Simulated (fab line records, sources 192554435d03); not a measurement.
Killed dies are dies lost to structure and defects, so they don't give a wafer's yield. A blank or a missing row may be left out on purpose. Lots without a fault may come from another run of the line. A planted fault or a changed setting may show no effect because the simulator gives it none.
Chamber matching | flow n5_finfet | N5_BEOL_M5_ALD_86 on ald_metal-02: 4 sister chambers
The step deposits TaN, pulse time 2 s, purge time 3 s, co reactant purge time 2 s. 8 wafers are shown with their chamber, then 11 later ones without.

WAFERS WITH THEIR CHAMBER
wafer  | chamber | heater_power_w (W) | precursor_vessel_pressure_torr (Torr)
L081.3 | 1       | 419                | 26.23
L081.6 | 2       | 396                | 26.26
L083.2 | 1       | 422                | 26.24
L083.4 | 0       | 400                | 26.27
L084.5 | 0       | 412                | 26.28
L086.5 | 3       | 438                | 26.22
L086.6 | 2       | 386                | 26.30
L091.2 | 3       | 442                | 26.14

WAFERS WITHOUT THEIR CHAMBER
wafer  | heater_power_w (W) | precursor_vessel_pressure_torr (Torr)
L091.3 | 388                | 26.19
L091.5 | 434                | 26.28
L094.2 | 442                | 26.23
L094.3 | 410                | 26.28
L094.4 | 419                | 26.24
L097.2 | 421                | 26.30
L097.3 | 448                | 26.26
L097.5 | 407                | 26.19
L095.1 | 404                | 26.15
L095.3 | 388                | 26.21
L095.5 | 426                | 26.20

WHICH CHAMBER EACH WENT THROUGH
wafer  | from the rows above          | in truth
L091.3 | can't be placed: 2 or 0      | 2
L091.5 | can't be placed: 1 or 3      | 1
L094.2 | 3                            | 3
L094.3 | can't be placed: 0 or 1      | 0
L094.4 | 1                            | 1
L097.2 | can't be placed: 1 or 0      | 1
L097.3 | can't be placed: 3 or 1      | 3
L097.5 | can't be placed: 0 or 1 or 2 | 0
L095.1 | can't be placed: 1 or 0 or 2 | 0
L095.3 | can't be placed: 2 or 0      | 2
L095.5 | can't be placed: 1 or 3      | 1
Placed correctly: 2 of 11. Can't be placed from these rows: 9 (the true chamber is among the candidates in 9). Placed wrongly: 0.
How it was worked out, from the rows above alone: a wafer's distance from a chamber is the root of the sum, over the readings, of the square of ((its reading less the chamber's mean) divided by the reading's scatter). The wafer belongs to the nearest chamber; if the next one is less than 2 further off, it can't be placed. A chamber's mean is the mean of its shown wafers. The scatter: the root of (the sum of the squares of (reading less its chamber's mean) over the shown wafers, divided by (wafers less chambers)).
